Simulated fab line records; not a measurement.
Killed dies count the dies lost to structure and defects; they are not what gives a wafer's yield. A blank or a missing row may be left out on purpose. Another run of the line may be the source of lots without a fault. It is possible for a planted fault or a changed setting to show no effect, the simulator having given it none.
Which tool did it? :: flow nand harc :: 36 wafers sampled from 12 lots at 1 step of a route of 1159

## WHAT EACH GAUGE READ, for each wafer
NHARC_A_BLC_CD_MEAS_19.
lot: L076
measured: day 17 14:11
on: cd sem-03
cd nm (nm): 102.5 103.3 102.5

lot: L079
measured: day 18 09:15
on: cd sem-03
cd nm (nm): 99.0 97.4 103.7

lot: L077
measured: day 18 20:38
on: cd sem-01
cd nm (nm): 98.6 99.2 99.7

lot: L081
measured: day 19 07:57
on: cd sem-03
cd nm (nm): 101.4 100.6 104.6

lot: L082
measured: day 19 18:28
on: cd sem-01
cd nm (nm): 101.6 99.0 98.9

lot: L088
measured: day 20 11:26
on: cd sem-02
cd nm (nm): 95.7 101.0 94.2

lot: L086
measured: day 20 21:13
on: cd sem-01
cd nm (nm): 99.4 101.5 100.3

lot: L087
measured: day 21 13:28
on: cd sem-03
cd nm (nm): 102.6 101.9 104.2

lot: L091
measured: day 22 04:53
on: cd sem-03
cd nm (nm): 93.9 101.4 99.3

lot: L094
measured: day 22 06:38
on: cd sem-03
cd nm (nm): 101.1 98.3 102.4

lot: L095
measured: day 22 11:34
on: cd sem-03
cd nm (nm): 99.3 101.1 101.8

lot: L097
measured: day 23 10:24
on: cd sem-01
cd nm (nm): 101.5 98.5 100.3

## WHAT TOOL EACH LOT RAN ON (gives the tool, then ch and the chambers of the sampled wafers, and finally the start)
No process step before these readings appears in the record.

## THE ANSWER, worked out from the rows above alone
Rule: the usual values come from the lots themselves. Put in order of their means at a reading, lots are off if they are a third of the lots or fewer, leave a main group of 4 or more, and stand apart from it by a gap of 3 or more times the standard deviation of the main group's means; of several such gaps the widest counts. If all means in a main group match to the digits the tables above print for the reading, that group is not used. Also off: a lot with no number at a reading for which 4 or more lots have one. Any other lot the step has rows for is counted as sound.
No lot is off at any reading shown: from this, nothing can be told.

## WHAT THE SIMULATOR HAD PUT IN
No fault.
